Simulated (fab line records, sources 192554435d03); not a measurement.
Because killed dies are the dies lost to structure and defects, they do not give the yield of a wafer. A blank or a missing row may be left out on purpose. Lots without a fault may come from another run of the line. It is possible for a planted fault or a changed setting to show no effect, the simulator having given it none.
fab line records | flow n5-finfet | part 1 of 2: steps 1 to 17 of 26
record lots=5 | wafers=15 | last-day=20
route steps=1938 shown BEOL_M7@1300
lots with no fault: from the same line, run without faults
start-h: start of the lot's first displayed wafer, in hours after the record's first day | wait-h: how many hours have passed since the lot's step before this one | " identical to the entry in the row above | L1.1+2: several wafers, shown together as one row | - no value, or no start was given | * or withheld: withheld | < > ~ a bound
route shown NAME@n: a module of which the file shows steps, and the number in the route of the first | usual: mean and standard deviation over wafers with no fault | same: alike in all rows | chamber/n: place in a boat | sites: readings site by site | _std_site: standard deviation across them | _edge_site: inner sites' mean taken away from outer sites' mean | radius-mm: for every site, how far away it sits from the centre of the wafer | mask NAME#n: copy n | behind: tool/chamber where the wafer was last shaped | hold: why the lot went on hold/how many hours it stayed there/how the hold came to an end | device: transistor that didn't switch, given as n, p or np | end of line: the tests these same wafers got at the end of their route | for a step that has no rows: nothing shown but its recipe | killed: count of dies lost to structure and defects at first sort (not the wafer's yield) | map: a wafer's dies, x killed, . not, _ none there
set.NAME: setting as actually run; set.NAME@STEP: the setting as run at that earlier step | model.NAME: the simulator's own value behind a step, which no gauge read
lots at selected steps of the route; one table per step, one row per wafer
services: a tool's chamber out of use, with start hour (start-h, from the record's first day; less than 0 if before it), hours out, and reason
## steps
# step N5_BEOL_M7_ETCH_72
# recipe chemistry=N2/H2 | target=underlayer | target-depth-a=65 | mask-material=CAR-EUV | time-s=5.2 | ion-energy-ev=200 | pressure-mtorr=30 | source-w=840 | bias-w=150 | n2-flow-sccm=200 | h2-flow-sccm=200 | ends=cleared
# usual drypump-motor-current-A=5.7/0.46 | etch-rf-on-time-s=5.23/0.17 | oes-product-au=0.67/0.06 | rf-fwd-power-W=819.1/2.6 | rf-vpp-V=523.7/2.5 | showerhead-plenum-p-Torr=2.54/0.077 | throttle-valve-pct=17.88/0.25
lot.wafer | tool        | chamber | start-h | wait-h | drypump-motor-current-A | etch-rf-on-time-s | oes-product-au | rf-fwd-power-W | rf-hours-counter-h | rf-vpp-V | showerhead-plenum-p-Torr | throttle-valve-pct
L078.2    | rie-diel-03 | 2       | 250.86  | 0.0    | 5.4                     | 5.18              | 0.58           | 819.0          | 237                | 526.1    | 2.60                     | 17.95
L078.4    | "           | 3       | "       | "      | 4.9                     | 5.14              | 0.64           | 817.5          | 186                | 526.9    | 2.64                     | 18.26
L078.5    | "           | 3       | "       | "      | 4.9                     | 5.12              | 0.64           | 820.8          | -                  | 524.2    | 2.64                     | 18.30
L087.3    | rie-diel-03 | 3       | 320.79  | 0.0    | 4.9                     | 5.15              | 0.63           | 816.7          | 212                | 525.6    | 2.62                     | 18.32
L087.5    | "           | 2       | "       | "      | 5.4                     | 5.17              | 0.81           | 816.2          | -                  | 524.0    | 2.59                     | 17.46
L087.6    | "           | 3       | "       | "      | 4.9                     | 5.12              | 0.62           | 819.9          | -                  | 522.9    | 2.62                     | 18.31
L091.2    | rie-diel-03 | 2       | 332.33  | 0.0    | 5.4                     | 5.12              | 0.80           | 819.5          | 9                  | 526.1    | 2.59                     | 17.47
L091.3    | "           | 0       | "       | "      | 6.0                     | 5.47              | 0.68           | 815.1          | 80                 | 524.8    | 2.61                     | 18.11
L091.6    | "           | 0       | "       | "      | 6.0                     | 5.49              | 0.69           | 821.4          | -                  | 524.2    | 2.61                     | 18.11
L093.1    | rie-diel-06 | 3       | 344.30  | 0.0    | 5.8                     | 5.20              | 0.58           | 822.7          | 244                | 522.1    | 2.50                     | 18.03
L093.2    | "           | 0       | "       | "      | 5.5                     | 5.21              | 0.72           | 820.3          | 67                 | 520.4    | 2.47                     | 17.56
L093.5    | "           | 3       | "       | "      | 5.8                     | 5.22              | 0.58           | 818.1          | -                  | 523.1    | 2.50                     | 18.06
L095.1    | rie-diel-03 | 3       | 377.36  | 0.0    | 4.9                     | 5.15              | 0.61           | 819.3          | 228                | 527.2    | 2.62                     | 18.34
L095.3    | "           | 2       | "       | "      | 5.4                     | 5.11              | 0.77           | 821.6          | 21                 | 525.0    | 2.59                     | 17.50
L095.6    | "           | 2       | "       | "      | 5.4                     | 5.10              | 0.77           | 823.2          | -                  | 525.5    | 2.59                     | 17.47
# step N5_BEOL_M7_ETCH_65
# recipe chemistry=CF4 | target=SiARC | target-depth-a=156 | mask-material=CAR-EUV | time-s=26 | ion-energy-ev=80 | pressure-mtorr=40 | source-w=545 | bias-w=36 | Ar_flow_sccm=100 | cf4-flow-sccm=100 | ends=cleared
# usual drypump-motor-current-A=5.7/0.46 | etch-rf-on-time-s=26.1/0.82 | mfc-ar-sccm=99.97/0.27 | oes-product-au=0.67/0.06 | rf-fwd-power-W=531.7/1.9 | rf-vpp-V=184.0/1.2 | showerhead-plenum-p-Torr=2.14/0.061 | throttle-valve-pct=15.64/0.25
lot.wafer | tool        | chamber | start-h | wait-h | drypump-motor-current-A | etch-rf-on-time-s | mfc-ar-sccm | oes-product-au | rf-fwd-power-W | rf-hours-counter-h | rf-vpp-V | showerhead-plenum-p-Torr | throttle-valve-pct
L078.2    | rie-diel-03 | 2       | 250.88  | 0.0    | 5.4                     | 26.3              | 99.73       | 0.58           | 528.1          | 237                | 184.6    | 2.18                     | 15.67
L078.4    | "           | 3       | "       | "      | 4.9                     | 25.6              | 100.13      | 0.64           | 533.5          | 186                | 184.5    | 2.22                     | 15.94
L078.5    | "           | 3       | "       | "      | 4.9                     | 25.6              | 100.49      | 0.64           | 531.7          | -                  | 184.7    | 2.22                     | 15.93
L087.3    | rie-diel-03 | 3       | 320.81  | 0.0    | 4.9                     | 25.7              | 100.04      | 0.62           | 531.1          | 212                | 184.4    | 2.21                     | 15.99
L087.5    | "           | 2       | "       | "      | 5.4                     | 25.6              | 100.24      | 0.81           | 529.8          | -                  | 185.4    | 2.17                     | 15.17
L087.6    | "           | 3       | "       | "      | 4.9                     | 25.5              | 100.04      | 0.62           | 528.7          | -                  | 184.2    | 2.21                     | 15.98
L091.2    | rie-diel-03 | 2       | 332.34  | 0.0    | 5.4                     | 25.7              | 100.02      | 0.79           | 528.2          | 9                  | 184.7    | 2.17                     | 15.17
L091.3    | "           | 0       | "       | "      | 6.0                     | 27.1              | 100.02      | 0.69           | 531.7          | 80                 | 184.8    | 2.17                     | 15.60
L091.6    | "           | 0       | "       | "      | 6.0                     | 26.9              | 99.94       | 0.68           | 531.2          | -                  | 184.2    | 2.17                     | 15.60
L093.1    | rie-diel-06 | 3       | 344.32  | 0.0    | 5.8                     | 26.0              | 100.16      | 0.58           | 531.4          | 244                | 182.5    | 2.12                     | 15.97
L093.2    | "           | 0       | "       | "      | 5.5                     | 25.9              | 100.37      | 0.73           | 532.3          | 67                 | 182.0    | 2.08                     | 15.29
L093.5    | "           | 3       | "       | "      | 5.8                     | 25.7              | 99.87       | 0.57           | 531.4          | -                  | 183.1    | 2.12                     | 15.96
L095.1    | rie-diel-03 | 3       | 377.38  | 0.0    | 4.9                     | 25.7              | 100.16      | 0.61           | 530.5          | 228                | 185.3    | 2.20                     | 16.01
L095.3    | "           | 2       | "       | "      | 5.4                     | 25.7              | 100.03      | 0.77           | 528.7          | 21                 | 182.7    | 2.17                     | 15.21
L095.6    | "           | 2       | "       | "      | 5.4                     | 25.6              | 100.20      | 0.77           | 527.5          | -                  | 184.2    | 2.17                     | 15.19
# step N5_BEOL_M7_ETCH_66
# recipe chemistry=N2/H2 | target=SOC | target-depth-a=800 | overetch-a=160 | mask-material=SiARC | temp-c=40 | time-s=120 | ion-energy-ev=200 | pressure-mtorr=30 | source-w=840 | bias-w=150 | n2-flow-sccm=200 | h2-flow-sccm=200
# usual drypump-motor-current-A=5.7/0.46 | oes-product-au=0.60/0.054 | rf-fwd-power-W=834.9/2.7 | rf-vpp-V=523.9/2.2 | showerhead-plenum-p-Torr=2.54/0.077 | throttle-valve-pct=17.84/0.25
lot.wafer | tool        | chamber | start-h | wait-h | drypump-motor-current-A | oes-product-au | rf-fwd-power-W | rf-hours-counter-h | rf-vpp-V | showerhead-plenum-p-Torr | throttle-valve-pct
L078.2    | rie-diel-03 | 2       | 250.91  | 0.0    | 5.4                     | 0.52           | 832.2          | 237                | 525.6    | 2.60                     | 17.91
L078.4    | "           | 3       | "       | "      | 4.9                     | 0.57           | 836.3          | 186                | 526.0    | 2.64                     | 18.22
L078.5    | "           | 3       | "       | "      | 4.9                     | 0.56           | 839.3          | -                  | 526.1    | 2.64                     | 18.24
L087.3    | rie-diel-03 | 3       | 320.84  | 0.0    | 4.9                     | 0.55           | 837.0          | 212                | 524.6    | 2.62                     | 18.27
L087.5    | "           | 2       | "       | "      | 5.4                     | 0.71           | 833.3          | -                  | 525.2    | 2.59                     | 17.41
L087.6    | "           | 3       | "       | "      | 4.9                     | 0.55           | 835.0          | -                  | 526.5    | 2.62                     | 18.25
L091.2    | rie-diel-03 | 2       | 332.37  | 0.0    | 5.4                     | 0.70           | 837.8          | 9                  | 525.8    | 2.59                     | 17.43
L091.3    | "           | 0       | "       | "      | 6.0                     | 0.62           | 833.7          | 80                 | 524.3    | 2.61                     | 18.07
L091.6    | "           | 0       | "       | "      | 6.0                     | 0.63           | 838.8          | -                  | 526.0    | 2.61                     | 18.08
L093.1    | rie-diel-06 | 3       | 344.35  | 0.0    | 5.8                     | 0.52           | 832.0          | 244                | 522.6    | 2.50                     | 17.98
L093.2    | "           | 0       | "       | "      | 5.5                     | 0.66           | 835.9          | 67                 | 523.6    | 2.47                     | 17.55
L093.5    | "           | 3       | "       | "      | 5.8                     | 0.52           | 833.3          | -                  | 523.5    | 2.50                     | 17.99
L095.1    | rie-diel-03 | 3       | 377.40  | 0.0    | 4.9                     | 0.55           | 836.6          | 228                | 525.5    | 2.62                     | 18.30
L095.3    | "           | 2       | "       | "      | 5.4                     | 0.68           | 837.2          | 21                 | 526.8    | 2.59                     | 17.45
L095.6    | "           | 2       | "       | "      | 5.4                     | 0.68           | 834.9          | -                  | 524.4    | 2.59                     | 17.44
# step N5_BEOL_M7_STRIP_69
# recipe chemistry=N2/H2 | temp-c=40 | n2-flow-sccm=200 | h2-flow-sccm=200 | rf-frequency-hz=6e+07
lot.wafer  | tool        | chamber | start-h | wait-h
L078.2+4+5 | rie-diel-03 | 2,3,3   | 250.99  | 0.0
L087.3+5+6 | rie-diel-03 | 3,2,3   | 320.92  | 0.0
L091.2+3+6 | rie-diel-03 | 2,0,0   | 332.45  | 0.0
L093.1+2+5 | rie-diel-06 | 3,0,3   | 344.43  | 0.0
L095.1+3+6 | rie-diel-03 | 3,2,2   | 377.48  | 0.0
# step N5_BEOL_M7_STRIP_73
# recipe chemistry=N2/H2 | temp-c=40 | n2-flow-sccm=200 | h2-flow-sccm=200 | rf-frequency-hz=6e+07
lot.wafer  | tool        | chamber | start-h | wait-h
L078.2+4+5 | rie-diel-03 | 2,3,3   | 251.00  | 0.0
L087.3+5+6 | rie-diel-03 | 3,2,3   | 320.93  | 0.0
L091.2+3+6 | rie-diel-03 | 2,0,0   | 332.46  | 0.0
L093.1+2+5 | rie-diel-06 | 3,0,3   | 344.44  | 0.0
L095.1+3+6 | rie-diel-03 | 3,2,2   | 377.49  | 0.0
# step N5_BEOL_M7_VIA_ETCH_34
# recipe chemistry=C4F6/O2 | target=SiCOH_lowk | target-depth-a=1255 | mask-material=SOC | taper-deg=4 | time-s=50.5 | ion-energy-ev=250 | pressure-mtorr=30 | source-w=345 | bias-w=185 | Ar_flow_sccm=300 | C4F6_flow_sccm=10 | O2_flow_sccm=10
# usual drypump-motor-current-A=5.7/0.46 | mfc-ar-sccm=300.1/0.85 | oes-product-au=0.78/0.07 | rf-fwd-power-W=341.3/1.5 | rf-vpp-V=668/16 | showerhead-plenum-p-Torr=2.85/0.084 | throttle-valve-pct=20.92/0.22
lot.wafer | tool        | chamber | start-h | wait-h | drypump-motor-current-A | mfc-ar-sccm | oes-product-au | rf-fwd-power-W | rf-hours-counter-h | rf-vpp-V | showerhead-plenum-p-Torr | throttle-valve-pct
L078.2    | rie-diel-03 | 2       | 251.01  | 0.0    | 5.4                     | 300.2       | 0.68           | 342.0          | 237                | 667      | 2.92                     | 21.05
L078.4    | "           | 3       | "       | "      | 4.9                     | 299.5       | 0.76           | 342.1          | 186                | 666      | 2.94                     | 21.23
L078.5    | "           | 3       | "       | "      | 4.9                     | 299.3       | 0.74           | 342.3          | -                  | 667      | 2.94                     | 21.21
L087.3    | rie-diel-03 | 3       | 320.94  | 0.0    | 5.0                     | 299.4       | 0.73           | 343.2          | 212                | 667      | 2.93                     | 21.27
L087.5    | "           | 2       | "       | "      | 5.4                     | 300.4       | 0.94           | 341.2          | -                  | 667      | 2.92                     | 20.61
L087.6    | "           | 3       | "       | "      | 4.9                     | 299.5       | 0.72           | 342.9          | -                  | 666      | 2.93                     | 21.25
L091.2    | rie-diel-03 | 2       | 332.47  | 0.0    | 5.4                     | 300.4       | 0.92           | 344.5          | 9                  | 666      | 2.91                     | 20.62
L091.3    | "           | 0       | "       | "      | 6.0                     | 300.3       | 0.80           | 340.8          | 80                 | 682      | 2.87                     | 20.83
L091.6    | "           | 0       | "       | "      | 6.0                     | 300.0       | 0.80           | 341.3          | -                  | 682      | 2.87                     | 20.82
L093.1    | rie-diel-06 | 3       | 344.45  | 0.0    | 5.8                     | 298.9       | 0.67           | 341.2          | 244                | 657      | 2.81                     | 21.17
L093.2    | "           | 0       | "       | "      | 5.5                     | 300.4       | 0.85           | 340.0          | 67                 | 651      | 2.77                     | 20.60
L093.5    | "           | 3       | "       | "      | 5.8                     | 298.2       | 0.67           | 342.5          | -                  | 657      | 2.81                     | 21.18
L095.1    | rie-diel-03 | 3       | 377.50  | 0.0    | 4.9                     | 300.7       | 0.70           | 344.4          | 228                | 665      | 2.92                     | 21.28
L095.3    | "           | 2       | "       | "      | 5.4                     | 301.1       | 0.89           | 343.5          | 21                 | 667      | 2.91                     | 20.63
L095.6    | "           | 2       | "       | "      | 5.4                     | 300.5       | 0.90           | 342.1          | -                  | 668      | 2.91                     | 20.63
# step N5_BEOL_M7_STRIP_76
# recipe chemistry=C4F6/O2 | resist=SiARC | rf-frequency-hz=6e+07
lot.wafer  | tool        | chamber | start-h | wait-h
L078.2+4+5 | rie-diel-03 | 2,3,3   | 251.05  | 0.0
L087.3+5+6 | rie-diel-03 | 3,2,3   | 320.98  | 0.0
L091.2+3+6 | rie-diel-03 | 2,0,0   | 332.51  | 0.0
L093.1+2+5 | rie-diel-06 | 3,0,3   | 344.49  | 0.0
L095.1+3+6 | rie-diel-03 | 3,2,2   | 377.55  | 0.0
# step N5_BEOL_M7_STRIP_36
# recipe chemistry=N2/H2 | power-w=450 | temp-c=40 | pressure-mtorr=20 | rf-frequency-hz=6e+07 | overash-fraction=0.3 | bias-power-w=7 | h2-frac=0.5 | n2-flow-sccm=200 | h2-flow-sccm=200
# usual drypump-motor-current-A=5.7/0.45 | oes-product-au=0.79/0.071 | rf-vpp-V=59.1/1.4 | showerhead-plenum-p-Torr=2.54/0.078 | throttle-valve-pct=23.7/0.37
lot.wafer | tool        | chamber | start-h | wait-h | drypump-motor-current-A | oes-product-au | rf-hours-counter-h | rf-vpp-V | showerhead-plenum-p-Torr | throttle-valve-pct
L078.2    | rie-diel-03 | 2       | 251.06  | 0.0    | 5.4                     | 0.66           | 237                | 61.4     | 2.60                     | 23.7
L078.4    | "           | 3       | "       | "      | 4.9                     | 0.73           | 186                | 59.4     | 2.63                     | 24.2
L078.5    | "           | 3       | "       | "      | 4.9                     | 0.74           | -                  | 59.0     | 2.63                     | 24.2
L087.3    | rie-diel-03 | 3       | 320.99  | 0.0    | 4.9                     | 0.73           | 213                | 59.2     | 2.62                     | 24.2
L087.5    | "           | 2       | "       | "      | 5.4                     | 0.93           | -                  | 58.4     | 2.59                     | 23.2
L087.6    | "           | 3       | "       | "      | 4.9                     | 0.72           | -                  | 59.6     | 2.62                     | 24.2
L091.2    | rie-diel-03 | 2       | 332.52  | 0.0    | 5.4                     | 0.92           | 9                  | 58.7     | 2.59                     | 23.2
L091.3    | "           | 0       | "       | "      | 6.0                     | 0.81           | 80                 | 59.5     | 2.60                     | 24.2
L091.6    | "           | 0       | "       | "      | 6.0                     | 0.83           | -                  | 61.3     | 2.60                     | 24.2
L093.1    | rie-diel-06 | 3       | 344.50  | 0.0    | 5.8                     | 0.67           | 244                | 59.9     | 2.50                     | 23.6
L093.2    | "           | 0       | "       | "      | 5.5                     | 0.84           | 67                 | 61.3     | 2.47                     | 23.4
L093.5    | "           | 3       | "       | "      | 5.8                     | 0.67           | -                  | 58.8     | 2.50                     | 23.6
L095.1    | rie-diel-03 | 3       | 377.56  | 0.0    | 4.9                     | 0.70           | 228                | 57.4     | 2.61                     | 24.2
L095.3    | "           | 2       | "       | "      | 5.4                     | 0.89           | 21                 | 59.7     | 2.58                     | 23.3
L095.6    | "           | 2       | "       | "      | 5.4                     | 0.87           | -                  | 61.1     | 2.58                     | 23.2
# step N5_BEOL_M7_TRENCH_ETCH_37
# recipe chemistry=C4F6/O2 | target-depth-a=934.78 | target=SiCOH_lowk | time-s=31.2 | ion-energy-ev=250 | pressure-mtorr=30 | source-w=345 | bias-w=185 | Ar_flow_sccm=300 | C4F6_flow_sccm=10 | O2_flow_sccm=10
# usual drypump-motor-current-A=5.7/0.46 | mfc-ar-sccm=300.0/0.94 | oes-product-au=0.78/0.07 | rf-fwd-power-W=339.8/1.8 | rf-vpp-V=668/16 | showerhead-plenum-p-Torr=2.85/0.084 | throttle-valve-pct=20.95/0.22
lot.wafer | tool        | chamber | start-h | wait-h | drypump-motor-current-A | mfc-ar-sccm | oes-product-au | rf-fwd-power-W | rf-hours-counter-h | rf-vpp-V | showerhead-plenum-p-Torr | throttle-valve-pct
L078.2    | rie-diel-03 | 2       | -       | -      | 5.4                     | 299.6       | 0.67           | 339.5          | 237                | 665      | 2.92                     | 21.07
L078.4    | "           | 3       | "       | "      | 4.9                     | 300.4       | 0.74           | 339.4          | 186                | 667      | 2.94                     | 21.25
L078.5    | "           | 3       | "       | "      | 4.9                     | 301.0       | 0.75           | 339.1          | -                  | 666      | 2.94                     | 21.25
L087.3    | rie-diel-03 | 3       | -       | -      | 4.9                     | 300.6       | 0.72           | 342.1          | 213                | 667      | 2.93                     | 21.29
L087.5    | "           | 2       | "       | "      | 5.4                     | 300.4       | 0.93           | 340.8          | -                  | 668      | 2.92                     | 20.62
L087.6    | "           | 3       | "       | "      | 4.9                     | 300.2       | 0.73           | 340.1          | -                  | 667      | 2.93                     | 21.30
L091.2    | rie-diel-03 | 2       | -       | -      | 5.4                     | 299.4       | 0.92           | 340.3          | 9                  | 668      | 2.91                     | 20.64
L091.3    | "           | 0       | "       | "      | 6.0                     | 299.4       | 0.80           | 339.3          | 80                 | 684      | 2.87                     | 20.85
L091.6    | "           | 0       | "       | "      | 6.0                     | 298.4       | 0.80           | 338.4          | -                  | 683      | 2.87                     | 20.85
L093.1    | rie-diel-06 | 3       | -       | -      | 5.8                     | 300.7       | 0.67           | 340.0          | 244                | 657      | 2.81                     | 21.21
L093.2    | "           | 0       | "       | "      | 5.5                     | 300.6       | 0.86           | 338.4          | 67                 | 650      | 2.77                     | 20.63
L093.5    | "           | 3       | "       | "      | 5.8                     | 299.9       | 0.67           | 341.1          | -                  | 657      | 2.81                     | 21.20
L095.1    | rie-diel-03 | 3       | -       | -      | 4.9                     | 299.4       | 0.71           | 340.7          | 228                | 666      | 2.92                     | 21.31
L095.3    | "           | 2       | "       | "      | 5.4                     | 299.3       | 0.89           | 340.4          | 21                 | 668      | 2.91                     | 20.66
L095.6    | "           | 2       | "       | "      | 5.4                     | 297.3       | 0.89           | 339.9          | -                  | 666      | 2.91                     | 20.66
# step N5_BEOL_M7_ETCH_41
# recipe chemistry=CH3F/O2 | target=SiCN | target-depth-a=319 | taper-deg=2 | time-s=57.8 | ion-energy-ev=120 | mask-material=TiN | pressure-mtorr=30 | source-w=395 | bias-w=75 | Ar_flow_sccm=150 | CH3F_flow_sccm=30 | O2_flow_sccm=20
# usual drypump-motor-current-A=5.7/0.46 | mfc-ar-sccm=150.0/0.45 | oes-product-au=0.78/0.07 | rf-fwd-power-W=391.1/1.5 | rf-vpp-V=297.4/1.4 | showerhead-plenum-p-Torr=2.00/0.061 | throttle-valve-pct=16.35/0.22
lot.wafer | tool        | chamber | start-h | wait-h | drypump-motor-current-A | mfc-ar-sccm | oes-product-au | rf-fwd-power-W | rf-hours-counter-h | rf-vpp-V | showerhead-plenum-p-Torr | throttle-valve-pct
L078.2    | rie-diel-03 | 2       | -       | -      | 5.4                     | 150.2       | 0.68           | 391.3          | 237                | 299.1    | 2.06                     | 16.53
L078.4    | "           | 3       | "       | "      | 4.9                     | 150.7       | 0.74           | 392.0          | 186                | 298.3    | 2.07                     | 16.62
L078.5    | "           | 3       | "       | "      | 4.9                     | 150.1       | 0.75           | 391.7          | -                  | 298.7    | 2.07                     | 16.62
L087.3    | rie-diel-03 | 3       | -       | -      | 4.9                     | 150.9       | 0.72           | 391.3          | 213                | 299.1    | 2.06                     | 16.67
L087.5    | "           | 2       | "       | "      | 5.4                     | 150.8       | 0.94           | 391.4          | -                  | 299.0    | 2.05                     | 16.00
L087.6    | "           | 3       | "       | "      | 4.9                     | 150.6       | 0.73           | 392.9          | -                  | 297.6    | 2.06                     | 16.67
L091.2    | rie-diel-03 | 2       | -       | -      | 5.4                     | 149.9       | 0.91           | 391.6          | 9                  | 298.3    | 2.05                     | 16.03
L091.3    | "           | 0       | "       | "      | 6.0                     | 149.6       | 0.80           | 389.2          | 80                 | 297.5    | 2.02                     | 16.22
L091.6    | "           | 0       | "       | "      | 6.0                     | 150.5       | 0.80           | 393.0          | -                  | 296.8    | 2.02                     | 16.21
L093.1    | rie-diel-06 | 3       | -       | -      | 5.8                     | 149.6       | 0.66           | 391.5          | 244                | 296.6    | 1.97                     | 16.62
L093.2    | "           | 0       | "       | "      | 5.5                     | 149.7       | 0.85           | 390.4          | 67                 | 296.4    | 1.95                     | 16.04
L093.5    | "           | 3       | "       | "      | 5.8                     | 149.8       | 0.67           | 390.0          | -                  | 296.5    | 1.97                     | 16.63
L095.1    | rie-diel-03 | 3       | -       | -      | 4.9                     | 149.9       | 0.71           | 392.4          | 228                | 299.2    | 2.05                     | 16.69
L095.3    | "           | 2       | "       | "      | 5.4                     | 150.4       | 0.90           | 391.2          | 21                 | 299.5    | 2.05                     | 16.04
L095.6    | "           | 2       | "       | "      | 5.4                     | 150.3       | 0.89           | 392.2          | -                  | 297.1    | 2.05                     | 16.04
# step N5_BEOL_M7_STRIP_80
# recipe chemistry=N2/H2 | time-s=10 | power-w=450 | temp-c=40 | pressure-mtorr=20 | rf-frequency-hz=6e+07 | bias-power-w=7 | n2-flow-sccm=200 | h2-flow-sccm=200
# usual drypump-motor-current-A=5.7/0.46 | oes-product-au=0.78/0.07 | rf-vpp-V=59.1/0.93 | showerhead-plenum-p-Torr=2.54/0.077 | throttle-valve-pct=23.7/0.37
lot.wafer | tool        | chamber | start-h | wait-h | drypump-motor-current-A | oes-product-au | rf-hours-counter-h | rf-vpp-V | showerhead-plenum-p-Torr | throttle-valve-pct
L078.2    | rie-diel-03 | 2       | -       | -      | 5.4                     | 0.66           | 237                | 59.3     | 2.60                     | 23.8
L078.4    | "           | 3       | "       | "      | 4.9                     | 0.74           | 186                | 61.1     | 2.63                     | 24.2
L078.5    | "           | 3       | "       | "      | 4.9                     | 0.74           | -                  | 59.4     | 2.63                     | 24.2
L087.3    | rie-diel-03 | 3       | -       | -      | 4.9                     | 0.71           | 213                | 58.9     | 2.62                     | 24.2
L087.5    | "           | 2       | "       | "      | 5.4                     | 0.92           | -                  | 59.3     | 2.59                     | 23.2
L087.6    | "           | 3       | "       | "      | 4.9                     | 0.71           | -                  | 60.7     | 2.62                     | 24.3
L091.2    | rie-diel-03 | 2       | -       | -      | 5.4                     | 0.90           | 9                  | 58.9     | 2.59                     | 23.2
L091.3    | "           | 0       | "       | "      | 6.0                     | 0.82           | 80                 | 59.1     | 2.60                     | 24.2
L091.6    | "           | 0       | "       | "      | 6.0                     | 0.83           | -                  | 60.0     | 2.60                     | 24.2
L093.1    | rie-diel-06 | 3       | -       | -      | 5.8                     | 0.67           | 244                | 58.3     | 2.50                     | 23.6
L093.2    | "           | 0       | "       | "      | 5.5                     | 0.85           | 67                 | 58.7     | 2.47                     | 23.4
L093.5    | "           | 3       | "       | "      | 5.8                     | 0.67           | -                  | 59.1     | 2.50                     | 23.6
L095.1    | rie-diel-03 | 3       | -       | -      | 4.9                     | 0.71           | 228                | 58.9     | 2.61                     | 24.3
L095.3    | "           | 2       | "       | "      | 5.4                     | 0.87           | 21                 | 58.9     | 2.58                     | 23.2
L095.6    | "           | 2       | "       | "      | 5.4                     | 0.87           | -                  | 59.7     | 2.58                     | 23.2
# step N5_BEOL_M7_OCD_MEAS_38
# usual trench-depth-nm=93.0/2
lot.wafer | tool   | chamber | start-h | wait-h | trench-depth-nm
L078.2    | ocd-01 | -       | 251.26  | -      | 92.1
L078.4    | "      | -       | "       | "      | 94.4
L078.5    | "      | -       | "       | "      | 93.9
L087.3    | ocd-02 | -       | 321.19  | -      | 94.3
L087.5    | "      | -       | "       | "      | 93.5
L087.6    | "      | -       | "       | "      | 94.2
L091.2    | ocd-02 | -       | 332.73  | -      | 93.9
L091.3    | "      | -       | "       | "      | 90.0
L091.6    | "      | -       | "       | "      | 89.6
L093.1    | ocd-01 | -       | 344.70  | -      | 93.8
L093.2    | "      | -       | "       | "      | 93.7
L093.5    | "      | -       | "       | "      | 93.2
L095.1    | ocd-01 | -       | 377.75  | -      | 93.5
L095.3    | "      | -       | "       | "      | 94.6
L095.6    | "      | -       | "       | "      | 94.1
# step N5_BEOL_M7_HM_STRIP_39
# recipe chemistry=peroxide-tin-strip | material=TiN | target-depth-a=250 | temp-c=50 | time-s=158
lot.wafer  | tool         | chamber | start-h | wait-h
L078.2+4+5 | wet-bench-06 | 6,4,2   | 251.29  | 0.0
L087.3+5+6 | wet-bench-03 | 7,5,0   | 321.22  | 0.0
L091.2+3+6 | wet-bench-06 | 0,1,2   | 332.76  | 0.0
L093.1+2+5 | wet-bench-01 | 1,4,0   | 344.73  | 0.0
L095.1+3+6 | wet-bench-01 | 2,7,3   | 377.79  | 0.0
# step N5_BEOL_M7_SRD_40
# recipe time-s=30 | temp-c=23 | rinse-liquid=diw | dry=ipa-marangoni
lot.wafer  | tool         | chamber | start-h | wait-h
L078.2+4+5 | wet-bench-06 | 6,4,2   | 251.33  | 0.0
L087.3+5+6 | wet-bench-03 | 7,5,0   | 321.27  | 0.0
L091.2+3+6 | wet-bench-06 | 0,1,2   | 332.81  | 0.0
L093.1+2+5 | wet-bench-01 | 1,4,0   | 344.82  | 0.0
L095.1+3+6 | wet-bench-01 | 2,7,3   | 377.83  | 0.0
# step N5_BEOL_M7_PRECLEAN_42
# recipe chemistry=residue-remover | time-s=60 | temp-c=40
lot.wafer  | tool         | chamber | start-h | wait-h
L078.2+4+5 | wet-bench-06 | 6,4,2   | 251.35  | 0.0
L087.3+5+6 | wet-bench-03 | 7,5,0   | 321.28  | 0.0
L091.2+3+6 | wet-bench-06 | 0,1,2   | 332.82  | 0.0
L093.1+2+5 | wet-bench-01 | 1,4,0   | 344.86  | 0.0
L095.1+3+6 | wet-bench-01 | 2,7,3   | 377.85  | 0.0
# step N5_BEOL_M7_SRD_43
# recipe time-s=30 | temp-c=23 | rinse-liquid=diw | dry=ipa-marangoni
lot.wafer  | tool         | chamber | start-h | wait-h
L078.2+4+5 | wet-bench-06 | 6,4,2   | 251.37  | 0.0
L087.3+5+6 | wet-bench-03 | 7,5,0   | 321.30  | 0.0
L091.2+3+6 | wet-bench-06 | 0,1,2   | 332.84  | 0.0
L093.1+2+5 | wet-bench-01 | 1,4,0   | 344.89  | 0.0
L095.1+3+6 | wet-bench-01 | 2,7,3   | 377.87  | 0.0
# step N5_BEOL_M7_CD_MEAS_35
# recipe target-cd-nm=40 | polarity=opening
# usual cd-nm=39.9/0.68
lot.wafer | tool      | chamber | start-h | wait-h | cd-nm
L078.2    | cd-sem-01 | -       | 251.41  | 0.0    | 40.3
L078.4    | "         | -       | "       | "      | 40.0
L078.5    | "         | -       | "       | "      | 39.6
L087.3    | cd-sem-02 | -       | 321.34  | 0.0    | 39.5
L087.5    | "         | -       | "       | "      | 39.4
L087.6    | "         | -       | "       | "      | 39.3
L091.2    | cd-sem-03 | -       | 332.88  | 0.0    | 40.4
L091.3    | "         | -       | "       | "      | 40.6
L091.6    | "         | -       | "       | "      | 39.4
L093.1    | cd-sem-02 | -       | 344.95  | 0.0    | 39.9
L093.2    | "         | -       | "       | "      | 40.6
L093.5    | "         | -       | "       | "      | 40.4
L095.1    | cd-sem-01 | -       | 377.91  | 0.0    | 39.9
L095.3    | "         | -       | "       | "      | 40.4
L095.6    | "         | -       | "       | "      | 40.3
